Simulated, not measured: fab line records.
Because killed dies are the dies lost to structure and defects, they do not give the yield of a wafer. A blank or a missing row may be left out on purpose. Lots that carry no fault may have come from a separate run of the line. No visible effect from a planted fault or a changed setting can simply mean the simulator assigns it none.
Commonality check across tools -- flow n5Finfet -- Sample size 12 lots and 34 wafers

## REASON IT WAS OPENED
2 of 12 lots carry a flag on the reading SDB_OVL at N5_SDB_OVL_MEAS_12. Wafers without a fault read -0.1 nm, standard deviation 0.65.
Rule: a lot gets a flag if all its wafers with a number sit over 4 standard deviations from that mean, or if no wafer of it has a number. All remaining lots are regarded as sound.

lot,measured,on,"SDB_OVL (nm), wafer by wafer",flag
L996,day 4 07:03,overlay-01,0.3 0.0 0.2,
L997,day 4 13:20,overlay-01,0.3 0.8 0.2,
L999,day 4 18:07,overlay-01,-0.3 -0.9 -0.1,
L100,day 5 03:00,overlay-02,0.1 -0.1 -0.8,
L101,day 5 07:08,overlay-01,0.8 0.2 -0.1,
L102,day 5 15:28,overlay-02,1.0 0.1 1.0,
L107,day 7 02:46,overlay-01,22.5 20.9 22.1,FLAGGED
L110,day 7 17:04,overlay-02,21.0 23.0 21.9,FLAGGED
L111,day 7 20:23,overlay-02,-0.1 0.2 0.5,
L112,day 8 08:09,overlay-02,-0.7 -0.6,
L114,day 8 16:38,overlay-02,-0.4 -0.3 -1.4,
L117,day 9 10:09,overlay-02,0.1 0.0,
On average the flagged lots' numbers are 21.9 nm, which is +22.0 nm against the usual, or +34 standard deviations.

## WHICH TOOL EACH LOT WENT THROUGH
2 process steps preceding the reading are held in the record, out of 1938 steps in the route. Read each cell as the tool, then ch plus the chambers that the sampled wafers visited, then the start.
lot,flag,N5_ILD0_CMP_03,N5_SDB_EXPOSE_08
L996,,"cmp-04 ch 1,2,3, day 4 02:41","arfiScanner-01 ch 0, day 4 06:53"
L997,,"cmp-04 ch 0,2, day 4 09:04","arfiScanner-01 ch 0, day 4 13:11"
L999,,"cmp-01 ch 0,1, day 4 13:40","arfiScanner-02 ch 0, day 4 17:58"
L100,,"cmp-04 ch 1,2,3, day 4 22:43","arfiScanner-02 ch 0, day 5 02:51"
L101,,"cmp-01 ch 0,1,3, day 5 02:49","arfiScanner-01 ch 0, day 5 06:58"
L102,,"cmp-04 ch 0,1, day 5 11:06","arfiScanner-02 ch 0, day 5 15:19"
L107,FLAGGED,"cmp-01 ch 0,2,3, day 6 22:22","arfiScanner-01 ch 0, day 7 02:38"
L110,FLAGGED,"cmp-04 ch 0,1,3, day 7 12:43","arfiScanner-01 ch 0, day 7 16:55"
L111,,"cmp-04 ch 0,2,3, day 7 16:01","arfiScanner-03 ch 0, day 7 20:14"
L112,,"cmp-04 ch 1,3, day 8 03:46","arfiScanner-03 ch 0, day 8 07:59"
L114,,"cmp-04 ch 1,3, day 8 12:05","arfiScanner-03 ch 0, day 8 16:29"
L117,,"cmp-04 ch 0,1, day 9 05:51","arfiScanner-02 ch 0, day 9 10:01"
These steps, and what they do:
- N5_ILD0_CMP_03: polishes, stops on SiNx, t overpolish 1.9 s, target thk 197.38 nm.
- N5_SDB_EXPOSE_08: exposes mask SDB.
- N5_SDB_OVL_MEAS_12

## FLAGGED AGAINST TOTAL, ONE TOOL AT A TIME (gauges that did the reading follow at the end)
step,tool,lots run,flagged,share of the flagged lots,sound lots run after its first flagged lot
N5_ILD0_CMP_03,cmp-01,3,1,some,0
N5_ILD0_CMP_03,cmp-04,9,1,some,"4 (L111,L112,L114,L117)"
N5_SDB_EXPOSE_08,arfiScanner-01,5,2,all,0
N5_SDB_EXPOSE_08,arfiScanner-02,4,0,none,-
N5_SDB_EXPOSE_08,arfiScanner-03,3,0,none,-
N5_SDB_OVL_MEAS_12,overlay-01,5,1,some,0
N5_SDB_OVL_MEAS_12,overlay-02,7,1,some,"4 (L111,L112,L114,L117)"

## WHAT THE TABLE PERMITS
Rows of the table that ran each flagged lot: 1, that is arfiScanner-01 at N5_SDB_EXPOSE_08.
- arfiScanner-01 at N5_SDB_EXPOSE_08: 2 of its 5 lots flagged. Last sound lot L101 at day 5 06:58, first flagged lot L107 at day 7 02:38; a fault beginning in between fits.
Left over: one tool, arfiScanner-01 at N5_SDB_EXPOSE_08.

## WHAT THE SIMULATOR HAD INSERTED
Scanner matching overlay: arfiScanner-01, from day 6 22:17 on, at N5_SDB_EXPOSE_08. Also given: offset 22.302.
Struck lots among those shown: L107, L110. The rule above found the same.
